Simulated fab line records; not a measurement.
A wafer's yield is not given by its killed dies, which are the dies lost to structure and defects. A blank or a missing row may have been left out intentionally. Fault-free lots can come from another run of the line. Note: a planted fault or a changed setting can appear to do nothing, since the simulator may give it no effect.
The tool behind it: which one? | flow nand_harc | 36 wafers from 12 lots sampled at 3 of the route's 1302 steps

== WHAT THE GAUGES READ, wafer by wafer ==
NHARC_A_CHANNEL_FILL_D1_THK_MEAS_06: measures by ellipsometry. Usual: 5.0 nm for thk_nm, sd 0.93.
lot  | measured     | on            | thk_nm (nm) | flag
L987 | day 10 04:09 | film_metro-02 | 4.7 4.8 6.1 |
L988 | day 10 23:29 | film_metro-01 | 2.5 5.8 3.5 |
L990 | day 11 12:04 | film_metro-02 | 4.9 4.1 5.0 |
L989 | day 11 12:04 | film_metro-01 | 4.7 3.7 4.9 |
L992 | day 12 03:21 | film_metro-01 | 5.6 4.6 5.5 |
L993 | day 12 13:32 | film_metro-01 | 6.0 5.6 4.3 |
L994 | day 13 12:49 | film_metro-01 | 6.0 4.8 5.4 |
L998 | day 14 16:15 | film_metro-01 | 4.4 5.1 4.7 |
L999 | day 15 07:14 | film_metro-02 | 4.8 5.0 6.5 |
L100 | day 15 20:07 | film_metro-01 | 5.9 4.0 5.6 |
L108 | day 19 03:23 | film_metro-02 | 4.0 4.3 4.4 |
L110 | day 19 21:13 | film_metro-02 | 6.5 6.2 5.1 |

== WHICH TOOL RAN EACH LOT (tool, then ch and the chambers of the sampled wafers, then the start) ==
lot  | NHARC_A_CHANNEL_HOLE_D1_ETCH_44    | NHARC_A_CHANNEL_FILL_D1_ETCHBACK_20
L987 | rie_diel-06 ch 0,1,3, day 8 16:50  | rie_diel-09 ch 1,2,3, day 9 16:10
L988 | rie_diel-03 ch 0,3, day 9 07:17    | rie_diel-08 ch 0,1,2, day 10 08:31
L990 | rie_diel-06 ch 0,1,3, day 9 22:57  | rie_diel-08 ch 2,3, day 11 00:19
L989 | rie_diel-03 ch 0,2, day 10 00:14   | rie_diel-13 ch 1,2, day 11 00:19
L992 | rie_diel-01 ch 0,1,3, day 10 14:25 | rie_diel-13 ch 2,3, day 11 15:21
L993 | rie_diel-06 ch 0,2,3, day 10 22:14 | rie_diel-08 ch 1,2,3, day 12 01:31
L994 | rie_diel-03 ch 0,2,3, day 11 17:52 | rie_diel-08 ch 0,2, day 13 00:34
L998 | rie_diel-06 ch 0,1, day 13 04:05   | rie_diel-09 ch 0,1, day 14 04:30
L999 | rie_diel-06 ch 0,2,3, day 13 14:15 | rie_diel-08 ch 0,1,2, day 14 18:11
L100 | rie_diel-01 ch 0,1,3, day 14 02:41 | rie_diel-09 ch 0,1,2, day 15 07:58
L108 | rie_diel-06 ch 1,2,3, day 17 14:02 | rie_diel-13 ch 1,3, day 18 15:29
L110 | rie_diel-06 ch 2,3, day 18 08:02   | rie_diel-08 ch 1,2, day 19 09:25
- NHARC_A_CHANNEL_HOLE_D1_ETCH_44: etches the open film in CF4/O2, target depth 140 nm, overetch 14 nm, time 77 s.
- NHARC_A_CHANNEL_FILL_D1_ETCHBACK_20: etches the open film in C4F8/O2/Ar, target depth 27 nm, time 13.5 s.

== AS READ BY THE TOOLS THEMSELVES (means over the sampled wafers that have a number; for cases with no such wafer, the mark the record gives instead) ==
NHARC_A_CHANNEL_HOLE_D1_ETCH_44. Usual: drypump_motor_current_A 6.0 A, standard deviation 0.35; oes_product_au 0.997 a.u., standard deviation 0.0096; rf_vpp_V 197.6 V, standard deviation 1.4; showerhead_plenum_p_Torr 1.33 Torr, standard deviation 0.049; throttle_valve_pct 13.398 %, standard deviation 0.0097.
lot  | tool        | drypump_motor_current_A (A) | oes_product_au (a.u.) | rf_vpp_V (V) | showerhead_plenum_p_Torr (Torr) | throttle_valve_pct (%) | flag
L987 | rie_diel-06 | 5.8                         | 0.989                 | 197.3        | 1.29                            | 13.395                 |
L988 | rie_diel-03 | 6.1                         | 1.005                 | 199.3        | 1.35                            | 13.402                 |
L990 | rie_diel-06 | 5.8                         | 0.998                 | 197.0        | 1.29                            | 13.398                 |
L989 | rie_diel-03 | 6.0                         | 1.001                 | 197.8        | 1.36                            | 13.400                 |
L992 | rie_diel-01 | 6.2                         | 1.007                 | 197.8        | 1.34                            | 13.390                 |
L993 | rie_diel-06 | 5.9                         | 0.991                 | 197.4        | 1.33                            | 13.410                 |
L994 | rie_diel-03 | 6.1                         | 1.004                 | 199.2        | 1.39                            | 13.392                 |
L998 | rie_diel-06 | 6.1                         | 0.986                 | 195.7        | 1.26                            | 13.402                 |
L999 | rie_diel-06 | 5.8                         | 0.986                 | 197.4        | 1.33                            | 13.390                 |
L100 | rie_diel-01 | 6.2                         | 1.010                 | 199.0        | 1.33                            | 13.399                 |
L108 | rie_diel-06 | 5.8                         | 0.995                 | 197.6        | 1.31                            | 13.395                 |
L110 | rie_diel-06 | 5.8                         | 0.993                 | 197.7        | 1.34                            | 13.395                 |

NHARC_A_CHANNEL_FILL_D1_ETCHBACK_20. Usual: oes_product_au 0.97 a.u., standard deviation 0.032; rf_vpp_V 977 V, standard deviation 6.
lot  | tool        | oes_product_au (a.u.) | rf_vpp_V (V) | flag
L987 | rie_diel-09 | 0.97                  | 979          |
L988 | rie_diel-08 | 0.92                  | 980          |
L990 | rie_diel-08 | 1.01                  | 977          |
L989 | rie_diel-13 | 0.99                  | 973          |
L992 | rie_diel-13 | 1.00                  | 973          |
L993 | rie_diel-08 | 1.00                  | 979          |
L994 | rie_diel-08 | 1.01                  | 978          |
L998 | rie_diel-09 | 0.92                  | 982          |
L999 | rie_diel-08 | 0.92                  | 981          |
L100 | rie_diel-09 | 0.99                  | 979          |
L108 | rie_diel-13 | 1.00                  | 977          |
L110 | rie_diel-08 | 0.98                  | 983          |

== THE ANSWER, worked out from the rows above alone ==
Rule: a lot counts as off when the mean over its wafers that have a number is more than 3 standard deviations away from the usual mean. A lot without any number at a reading at which 4 lots or more have one is off too. All remaining lots with rows at the step are treated as sound. After the gauges, taken in route order, come the tools' own readings; for these a lot's mean is taken, as printed above. At the first step where some lot is off, the reading lying furthest off is the one used; lots without a number count as furthest.
No lot is off on any of the readings shown, so nothing can be concluded from this.

== WHAT HAD BEEN PUT IN BY THE SIMULATOR ==
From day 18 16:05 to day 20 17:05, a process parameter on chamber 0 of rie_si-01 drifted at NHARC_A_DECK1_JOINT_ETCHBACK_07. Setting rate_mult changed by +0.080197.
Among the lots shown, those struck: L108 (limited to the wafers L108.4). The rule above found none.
